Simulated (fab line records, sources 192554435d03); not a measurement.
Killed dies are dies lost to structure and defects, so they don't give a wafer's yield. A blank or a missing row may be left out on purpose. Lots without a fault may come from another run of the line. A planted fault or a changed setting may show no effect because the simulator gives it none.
fab line records | flow n5_finfet
record lots=14 wafers=42 last_day=19
route steps=1938 shown BEOL_M10@1524 BEOL_M11@1538
lots that met no fault: from a run of the same line without faults
start_h: hours from the record's first day to the start of the lot's first wafer shown | wait_h: hours since the lot's step before | " the same as in the row above | L1.1+2: a row that stands for several wafers | - no value, or no start given | * or withheld: withheld | < > ~ a bound
route shown NAME@n: a module of which the file shows steps, and the number in the route of the first | usual: mean/standard deviation of fault-free wafers | same: alike in all rows | chamber/n: place in a boat | sites: the reading at each site | _std_site: their standard deviation | _edge_site: outer sites' mean less inner sites' | radius_mm: how far each site lies from the wafer's centre | mask NAME#n: copy n | behind: the tool/chamber that last shaped the wafer | hold: why the lot was held/for how many hours/how that ended | device: the transistor (n, p or np) that didn't switch | end of line: the same wafers' tests at the end of the route | a step without rows: its recipe alone | killed: dies lost to structure and defects at the first sort, not the wafer's yield | map: a wafer's dies, x killed, . not, _ none there
set.NAME: the setting as run; set.NAME@STEP: as run at that earlier step | model.NAME: the simulator's own value behind a step, which no gauge read
steps of the route over a sample of lots; a table a step, a row a wafer
services: from which hour (start_h, from the record's first day; less than 0 if before it) a tool's chamber was out of use, for how many hours, and why
## steps
# step N5_BEOL_M10_ALD_74
# recipe material=TaN target_thk_a=20 temp_c=275 ald_precursor_family=PDMAT ald_co_reactant=NH3 pressure_torr=3 carrier_flow_sccm=1500 pulse_time_s=2 purge_time_s=3 co_reactant_purge_time_s=2 co_reactant_pulse_time_s=3 ald_cycles=40 precursor_vessel_temp_c=75 precursor_vessel_pressure_torr=26.25 precursor_vessel_carrier_sccm=1000
# usual heater_power_w=396/44 precursor_vessel_pressure_torr=26.24/0.053
# columns lot.wafer tool chamber start_h wait_h heater_power_w precursor_vessel_pressure_torr
L563.1 ald_metal-02 0 264.32 0.0 461 26.21
L563.3 " 2 " " 328 26.24
L563.6 " 2 " " 329 26.29
L565.1 ald_metal-02 0 277.13 0.0 479 26.30
L565.4 " 2 " " 343 26.16
L565.5 " 1 " " 360 26.26
L566.1 ald_metal-01 1 291.47 0.0 384 26.28
L566.4 " 2 " " 343 26.27
L566.5 " 2 " " 334 26.33
L569.1 ald_metal-01 3 316.41 0.1 398 26.31
L569.4 " 2 " " 332 26.22
L569.6 " 2 " " 339 26.35
L570.1 ald_metal-01 0 322.67 0.1 421 26.20
L570.3 " 2 " " 343 26.32
L570.4 " 1 " " 386 26.22
L571.3 ald_metal-03 2 331.62 0.1 465 26.19
L571.4 " 0 " " 448 26.24
L571.6 " 0 " " 458 26.23
L578.2 ald_metal-02 0 369.88 0.0 415 26.18
L578.3 " 2 " " 348 26.24
L578.6 " 0 " " 414 26.29
L579.3 ald_metal-03 2 370.26 0.0 465 26.28
L579.4 " 1 " " 401 26.22
L579.5 " 0 " " 436 26.26
L581.1 ald_metal-01 1 386.53 0.3 389 26.34
L581.2 " 0 " " 420 26.30
L581.6 " 3 " " 403 26.28
L580.1 ald_metal-02 3 391.32 0.1 340 26.21
L580.2 " 2 " " 347 26.24
L580.6 " 2 " " 335 26.24
L582.1 ald_metal-02 1 397.93 0.1 342 26.15
L582.4 " 2 " " 335 26.17
L582.6 " 3 " " 344 26.30
L584.2 ald_metal-03 0 403.64 0.2 444 26.19
L584.5 " 2 " " 468 26.21
L584.6 " 1 " " 393 26.12
L585.2 ald_metal-02 0 405.15 0.0 413 26.21
L585.4 " 2 " " 344 26.27
L585.5 " 0 " " 407 26.21
L586.2 ald_metal-03 1 412.13 0.0 402 26.23
L586.3 " 2 " " 474 26.20
L586.6 " 3 " " 416 26.25
# step N5_BEOL_M10_SURFACE_TREAT_76
# recipe gas=Ar time_s=* ion_energy_ev=* ion_current_ma_cm2=0.5 pressure_mtorr=* ar_flow_sccm=30
# usual ar_flow_sccm=30.00/0.094 throttle_valve_pct=*
# columns lot.wafer tool chamber start_h wait_h ar_flow_sccm throttle_valve_pct
L563.1 pvd_sputter-03 - 264.76 0.3 30.01 *
L563.3 " - " " 30.00 *
L563.6 " - " " 30.04 *
L565.1 pvd_sputter-01 - 277.49 0.2 29.87 *
L565.4 " - " " 29.97 *
L565.5 " - " " 29.90 *
L566.1 pvd_sputter-01 - 291.81 0.2 29.82 *
L566.4 " - " " 29.85 *
L566.5 " - " " 29.95 *
L569.1 pvd_sputter-02 - 316.83 0.3 30.01 *
L569.4 " - " " 30.02 *
L569.6 " - " " 30.13 *
L570.1 pvd_sputter-01 - 322.97 0.2 29.92 *
L570.3 " - " " 30.00 *
L570.4 " - " " 30.08 *
L571.3 pvd_sputter-03 - 331.97 0.2 30.08 *
L571.4 " - " " 30.06 *
L571.6 " - " " 30.12 *
L578.2 pvd_sputter-02 - 370.20 0.2 29.84 *
L578.3 " - " " 29.96 *
L578.6 " - " " 29.96 *
L579.3 pvd_sputter-03 - 370.61 0.2 30.10 *
L579.4 " - " " 30.04 *
L579.5 " - " " 29.94 *
L581.1 pvd_sputter-02 - 388.15 1.5 29.92 *
L581.2 " - " " 30.01 *
L581.6 " - " " 29.88 *
L580.1 pvd_sputter-03 - 391.92 0.5 29.96 *
L580.2 " - " " 29.90 *
L580.6 " - " " 30.13 *
L582.1 pvd_sputter-03 - 398.39 0.3 29.93 *
L582.4 " - " " 30.09 *
L582.6 " - " " 29.96 *
L584.2 pvd_sputter-03 - 403.99 0.2 29.83 *
L584.5 " - " " 29.87 *
L584.6 " - " " 29.93 *
L585.2 pvd_sputter-02 - 405.50 0.2 29.98 *
L585.4 " - " " 30.11 *
L585.5 " - " " 30.10 *
L586.2 pvd_sputter-01 - 412.51 0.2 29.85 *
L586.3 " - " " 29.96 *
L586.6 " - " " 30.04 *
# step N5_BEOL_M11_THK_MEAS_01
# recipe reads=SiCOH_lowk_of_BEOL_M11_ILD_DEP_00
# usual M11_ILD_THK=268/3.6
# columns lot.wafer tool chamber start_h wait_h M11_ILD_THK[nm]
L563.1 film_metro-02 - 267.24 0.4 266
L563.3 " - " " 270
L563.6 " - " " 268
L565.1 film_metro-02 - 280.27 0.4 269
L565.4 " - " " 277
L565.5 " - " " 268
L566.1 film_metro-01 - 294.22 0.4 265
L566.4 " - " " 271
L566.5 " - " " 272
L569.1 film_metro-01 - 318.75 0.4 265
L569.4 " - " " 267
L569.6 " - " " 268
L570.1 film_metro-02 - 325.03 0.4 263
L570.3 " - " " 265
L570.4 " - " " 270
L571.3 film_metro-02 - 334.40 0.3 270
L571.4 " - " " 270
L571.6 " - " " 274
L578.2 film_metro-02 - 372.29 0.4 268
L578.3 " - " " 264
L578.6 " - " " 270
L579.3 film_metro-02 - 373.07 0.3 273
L579.4 " - " " 270
L579.5 " - " " 267
L581.1 film_metro-01 - 390.69 0.4 266
L581.2 " - " " 265
L581.6 " - " " 265
L580.1 film_metro-02 - 394.80 0.8 267
L580.2 " - " " 264
L580.6 " - " " 264
L582.1 film_metro-02 - 400.64 0.4 269
L582.4 " - " " 267
L582.6 " - " " 269
L584.2 film_metro-02 - 405.92 0.4 266
L584.5 " - " " 268
L584.6 " - " " 272
L585.2 film_metro-01 - 408.04 0.7 268
L585.4 " - " " 272
L585.5 " - " " 270
L586.2 film_metro-02 - 414.92 0.7 263
L586.3 " - " " 270
L586.6 " - " " 268
# step N5_BEOL_M11_ETCH_62
# recipe chemistry=N2/H2 target=SOC target_depth_a=1100 overetch_a=220 mask_material=SiARC temp_c=40 time_s=165 ion_energy_ev=200 pressure_mtorr=30 source_w=840 bias_w=150 n2_flow_sccm=200 h2_flow_sccm=200
# usual bias_w=150.0/0.45 chamber_pressure_mTorr=30.000/0.029 drypump_motor_current_A=5.8/0.46 n2_flow_sccm=200.0/0.5 oes_product_au=0.67/0.068 rf_vpp_V=523.3/3 showerhead_plenum_p_Torr=2.52/0.11 throttle_valve_pct=17.94/0.29
# columns lot.wafer tool chamber start_h wait_h bias_w chamber_pressure_mTorr drypump_motor_current_A n2_flow_sccm oes_product_au rf_hours_counter_h rf_vpp_V showerhead_plenum_p_Torr throttle_valve_pct
L563.1 rie_diel-05 2 269.46 0.0 150.1 30.007 6.0 198.9 0.62 169 525.7 2.65 18.37
L563.3 " 0 " " 149.6 30.050 5.8 199.9 0.77 22 523.1 2.48 17.76
L563.6 " 0 " " 149.8 29.989 5.8 199.7 0.77 - 522.6 2.48 17.73
L565.1 rie_diel-06 2 281.83 0.0 149.6 30.008 6.1 200.4 0.74 46 524.0 2.59 17.92
L565.4 " 3 " " 149.8 29.999 6.0 200.7 0.59 228 519.3 2.39 18.07
L565.5 " 0 " " 150.2 30.005 5.3 199.9 0.62 - 520.4 2.34 18.10
L566.1 rie_diel-06 2 295.98 0.0 149.9 30.002 6.1 199.4 0.73 51 523.9 2.59 17.93
L566.4 " 0 " " 149.8 30.011 5.2 200.1 0.62 163 518.7 2.34 18.11
L566.5 " 3 " " 150.8 29.994 6.0 200.5 0.59 - 519.5 2.39 18.05
L569.1 rie_diel-05 3 319.88 0.0 - - - - - - - - -
L569.4 " 1 " " - - - - - - - - -
L569.6 " 1 " " - - - - - - - - -
L570.1 rie_diel-06 2 327.10 0.0 - - - - - - - - -
L570.3 " 0 " " - - - - - - - - -
L570.4 " 1 " " - - - - - - - - -
L571.3 rie_diel-06 0 335.46 0.0 149.7 30.039 5.3 200.2 0.62 175 517.4 2.33 18.12
L571.4 " 3 " " 151.0 30.016 6.0 200.5 0.58 - 520.0 2.38 18.09
L571.6 " 1 " " 150.0 29.998 6.5 200.0 0.61 - 522.7 2.50 18.18
L578.2 rie_diel-02 3 375.23 0.0 151.4 30.016 5.2 199.4 0.69 98 525.1 2.56 18.23
L578.3 " 0 " " 149.7 29.982 6.1 200.1 0.73 42 525.8 2.60 17.40
L578.6 " 0 " " 150.3 30.024 6.1 200.3 0.73 - 525.0 2.60 17.39
L579.3 rie_diel-02 3 375.68 0.0 150.6 30.034 5.2 199.4 0.69 98 523.5 2.56 18.23
L579.4 " 2 " " 149.3 30.031 5.3 199.7 0.64 179 522.1 2.42 17.88
L579.5 " 0 " " 150.1 29.946 6.1 199.8 0.74 - 525.2 2.60 17.41
L581.1 rie_diel-06 0 391.93 0.0 151.1 29.998 5.3 200.5 0.61 194 518.3 2.32 18.14
L581.2 " 1 " " 149.7 29.967 6.5 199.8 0.60 238 522.3 2.49 18.22
L581.6 " 3 " " 149.5 29.998 6.0 199.3 0.82 - 529.3 2.70 17.75
L580.1 rie_diel-05 1 395.94 0.0 150.3 30.029 5.7 199.4 0.76 36 525.2 2.60 17.73
L580.2 " 3 " " 150.3 29.978 5.2 200.5 0.79 16 521.6 2.50 17.36
L580.6 " 2 " " 149.8 30.012 6.0 199.9 0.60 - 526.4 2.64 18.43
L582.1 rie_diel-05 2 401.89 0.0 150.6 29.977 6.0 200.0 0.60 210 526.6 2.63 18.43
L582.4 " 1 " " 149.8 29.974 5.6 198.8 0.76 38 525.1 2.60 17.74
L582.6 " 1 " " 149.9 30.038 5.6 199.1 0.75 - 525.1 2.60 17.73
L584.2 rie_diel-06 2 408.99 0.0 150.3 29.985 6.1 199.8 0.69 84 523.6 2.57 17.99
L584.5 " 3 " " 150.0 29.931 6.0 199.5 0.80 - 527.9 2.70 17.76
L584.6 " 2 " " 149.7 30.017 6.1 199.5 0.70 - 526.5 2.57 17.99
L585.2 rie_diel-02 3 409.50 0.0 150.0 30.028 5.2 199.3 0.69 108 524.3 2.56 18.24
L585.4 " 1 " " 150.4 30.003 6.6 199.4 0.68 95 526.4 2.68 17.87
L585.5 " 0 " " 150.6 30.070 6.1 199.8 0.72 - 524.9 2.59 17.42
L586.2 rie_diel-05 2 417.74 0.0 149.5 30.001 6.0 200.1 0.60 214 525.6 2.63 18.44
L586.3 " 1 " " 149.8 30.033 5.6 199.6 0.75 42 525.3 2.60 17.74
L586.6 " 2 " " 148.8 30.038 6.0 200.4 0.59 - 526.0 2.63 18.45
# step N5_BEOL_M11_HM_OPEN_17
# recipe chemistry=Cl2/BCl3 target_depth_a=200 overetch_a=60 target=TiN mask_material=SOC ion_energy_ev=150 pressure_mtorr=10 icp_w=1000 bias_w=126 Cl2_flow_sccm=53.25 bcl3_flow_sccm=21.75 Ar_flow_sccm=25
# usual drypump_motor_current_A=5.2/0.35 oes_product_au=0.71/0.041 throttle_valve_pct=22.19/0.23
# columns lot.wafer tool chamber start_h wait_h drypump_motor_current_A oes_product_au rf_hours_counter_h throttle_valve_pct
L563.1 rie_metal-03 0 269.64 0.0 5.0 0.71 20 21.96
L563.3 " 0 " " 5.0 0.72 - 21.95
L563.6 " 0 " " 5.0 0.71 - 21.97
L565.1 rie_metal-03 0 282.02 0.0 5.0 0.72 21 21.97
L565.4 " 1 " " 5.4 0.65 - 22.22
L565.5 " 0 " " 5.0 0.71 - 21.95
L566.1 rie_metal-03 1 296.16 0.0 5.4 0.65 42 22.19
L566.4 " 1 " " 5.4 0.66 - 22.22
L566.5 " 0 " " 5.0 0.71 - 21.95
L569.1 rie_metal-03 1 320.07 0.0 5.4 0.28 44 22.87
L569.4 " 1 " " 5.3 0.29 - 22.87
L569.6 " 1 " " 5.3 0.29 - 22.87
L570.1 rie_metal-02 1 327.29 0.0 5.1 0.32 24 22.80
L570.3 " 1 " " 5.1 0.32 - 22.81
L570.4 " 0 " " 5.9 0.29 - 22.30
L571.3 rie_metal-02 0 335.67 0.1 5.9 0.66 - 21.65
L571.4 " 1 " " 5.1 0.72 - 22.18
L571.6 " 0 " " 5.9 0.66 - 21.66
L578.2 rie_metal-02 1 375.42 0.0 5.1 0.71 29 22.18
L578.3 " 0 " " 5.9 0.64 - 21.68
L578.6 " 0 " " 5.9 0.65 - 21.67
L579.3 rie_metal-01 0 375.90 0.1 4.8 0.75 - 22.28
L579.4 " 1 " " 5.6 0.74 - 22.49
L579.5 " 1 " " 5.6 0.75 - 22.50
L581.1 rie_metal-01 1 392.12 0.0 5.6 0.73 15 22.48
L581.2 " 0 " " 4.8 0.74 12 22.26
L581.6 " 0 " " 4.8 0.75 - 22.26
L580.1 rie_metal-01 0 396.13 0.0 4.8 0.74 12 22.27
L580.2 " 1 " " 5.6 0.73 15 22.50
L580.6 " 0 " " 4.8 0.74 - 22.27
L582.1 rie_metal-01 0 402.08 0.0 4.8 0.74 13 22.28
L582.4 " 1 " " 5.6 0.74 - 22.47
L582.6 " 1 " " 5.6 0.73 - 22.48
L584.2 rie_metal-01 0 409.17 0.0 4.8 0.72 14 22.29
L584.5 " 1 " " 5.6 0.72 - 22.51
L584.6 " 0 " " 4.8 0.73 - 22.28
L585.2 rie_metal-03 0 409.68 0.0 5.0 0.69 33 21.98
L585.4 " 0 " " 5.0 0.67 - 22.00
L585.5 " 0 " " 5.0 0.68 - 21.99
L586.2 rie_metal-01 0 417.92 0.0 4.8 0.72 14 22.27
L586.3 " 0 " " 4.8 0.74 - 22.28
L586.6 " 0 " " 4.8 0.73 - 22.28
# step N5_BEOL_M11_CD_MEAS_18
# recipe pitch_nm=140 target_cd_nm=70
# usual cd_nm=70.0/0.64
# columns lot.wafer tool chamber start_h wait_h cd_nm
L563.1 cd_sem-02 - 269.86 0.0 69.7
L563.3 " - " " 70.4
L563.6 " - " " 69.9
L565.1 cd_sem-03 - 282.27 0.0 69.1
L565.4 " - " " 69.3
L565.5 " - " " 69.6
L566.1 cd_sem-02 - 296.48 0.0 70.1
L566.4 " - " " 71.3
L566.5 " - " " 69.6
L569.1 cd_sem-02 - 320.25 0.0 -
L569.4 " - " " -
L569.6 " - " " -
L570.1 cd_sem-02 - 327.49 0.0 -
L570.3 " - " " -
L570.4 " - " " -
L571.3 cd_sem-01 - 335.87 0.1 69.8
L571.4 " - " " 69.9
L571.6 " - " " 70.2
L578.2 cd_sem-03 - 375.60 0.1 70.9
L578.3 " - " " 71.3
L578.6 " - " " 71.7
L579.3 cd_sem-03 - 376.19 0.1 69.7
L579.4 " - " " 69.8
L579.5 " - " " 71.1
L581.1 cd_sem-02 - 392.30 0.0 70.2
L581.2 " - " " 70.0
L581.6 " - " " 69.5
L580.1 cd_sem-01 - 396.35 0.0 69.4
L580.2 " - " " 69.6
L580.6 " - " " 69.6
L582.1 cd_sem-02 - 402.26 0.0 70.1
L582.4 " - " " 69.9
L582.6 " - " " 69.9
L584.2 cd_sem-03 - 409.48 0.1 68.8
L584.5 " - " " 68.6
L584.6 " - " " 69.6
L585.2 cd_sem-01 - 409.87 0.1 70.2
L585.4 " - " " 70.2
L585.5 " - " " 70.4
L586.2 cd_sem-03 - 418.23 0.1 69.6
L586.3 " - " " 70.7
L586.6 " - " " 69.5
## services
# columns tool chamber start_h hours kind
ald_metal-02 1 278.08 8.4 repair
rie_metal-02 1 279.14 2.2 repair
rie_diel-06 - 299.45 1.1 repair
rie_diel-05 2 308.01 10.4 repair
ald_metal-03 2 318.04 8.1 repair
ald_metal-02 - 337.25 14.0 pm
ald_metal-02 0 337.25 14.0 vent_cycle
ald_metal-02 1 337.25 14.0 vent_cycle
ald_metal-02 2 337.25 14.0 vent_cycle
ald_metal-02 3 337.25 14.0 vent_cycle
rie_diel-02 0 347.03 9.0 repair
ald_metal-02 0 351.25 - clean
ald_metal-02 1 351.25 - clean
ald_metal-02 2 351.25 - clean
ald_metal-01 0 354.37 27.4 repair
rie_diel-06 1 354.73 9.2 repair
ald_metal-02 1 362.17 8.2 repair
ald_metal-03 - 362.85 1.1 repair
ald_metal-01 3 378.15 7.3 repair
pvd_sputter-02 - 382.94 2.5 repair
ald_metal-03 3 383.53 8.0 repair
ald_metal-02 - 386.17 1.3 repair
rie_metal-02 - 393.96 1.2 repair
rie_metal-02 - 409.72 1.9 repair
## key
first_sign step=N5_BEOL_M11_ETCH_62 reading=tool_record direction=missing
effect step=N5_BEOL_M11_HM_OPEN_17 reading=oes_product_au direction=down sigmas=10 usual=0.71 struck=0.30
effect step=N5_BEOL_M11_CD_MEAS_18 reading=cd_nm direction=missing
met_at N5_BEOL_M11_ETCH_62
struck_lots L569,L570
later_rows_left_out L569.1,L569.4,L569.6,L570.1,L570.3,L570.4
sort_left_out L569.1,L569.4,L569.6,L570.1,L570.3,L570.4
not_acting_at N5_BEOL_M10_ALD_74,N5_BEOL_M10_SURFACE_TREAT_76,N5_BEOL_M11_THK_MEAS_01
onset_between 295.98 319.88
fault kind=skipped_step_whole tool=rie_diel-05,rie_diel-06 chamber=- onset_h=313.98 steps=N5_BEOL_M11_ETCH_62 scope=struck_lots_only
# sort_left_out: the simulated sort isn't trusted on such a fault, so these wafers' sort isn't shown, and their yield isn't known
# later_rows_left_out: the simulator's readings of these wafers behind a module that went badly wrong aren't trusted and aren't shown, but for the sort
